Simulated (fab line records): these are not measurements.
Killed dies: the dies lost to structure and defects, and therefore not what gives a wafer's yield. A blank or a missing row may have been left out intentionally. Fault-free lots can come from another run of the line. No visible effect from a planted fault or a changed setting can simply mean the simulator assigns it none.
Matching of chambers	flow nand-harc	rie-diel-04 running NHARC_A_M0_ETCH_34: 4 sister chambers
The step etches the open film in N2/H2, target depth 40 nm, overetch 12 nm, time 43.94 s. 4 wafers are shown with their chamber, then 8 later ones without.

== WAFERS, EACH WITH ITS CHAMBER ==
wafer	chamber	rf-vpp-V (V)
L087.2	2	427.2
L093.3	3	434.7
L093.6	1	427.5
L092.1	0	426.9

== WAFERS WITHOUT THEIR CHAMBER ==
wafer	rf-vpp-V (V)
L092.3	426.1
L092.4	429.8
L095.3	427.9
L095.5	434.3
L095.6	426.3
L096.1	430.0
L096.2	433.8
L096.4	426.5

== THE CHAMBER EACH PASSED THROUGH ==
wafer	from the rows above	in truth
L092.3	can't be placed: 0 or 2 or 1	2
L092.4	can't be placed: 1 or 2 or 0 or 3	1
L095.3	can't be placed: 1 or 2 or 0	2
L095.5	3	3
L095.6	can't be placed: 0 or 2 or 1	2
L096.1	can't be placed: 1 or 2 or 0 or 3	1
L096.2	3	3
L096.4	can't be placed: 0 or 2 or 1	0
Correct placement for 2 of the 8. From these rows, 6 cannot be placed; in 6 the true chamber is one of the candidates. 0 placed wrongly.
How it was worked out, from the rows above alone: a wafer's distance from a chamber is the root of the sum, over the readings, of the square of ((its reading less the chamber's mean) divided by the reading's scatter). The wafer belongs to the nearest chamber; if the next one is less than 2 further off, it can't be placed. Each chamber's mean is taken over the wafers shown for it. The scatter: root of mean squared gap, hidden wafer to nearest shown wafer, with one shown wafer a chamber.
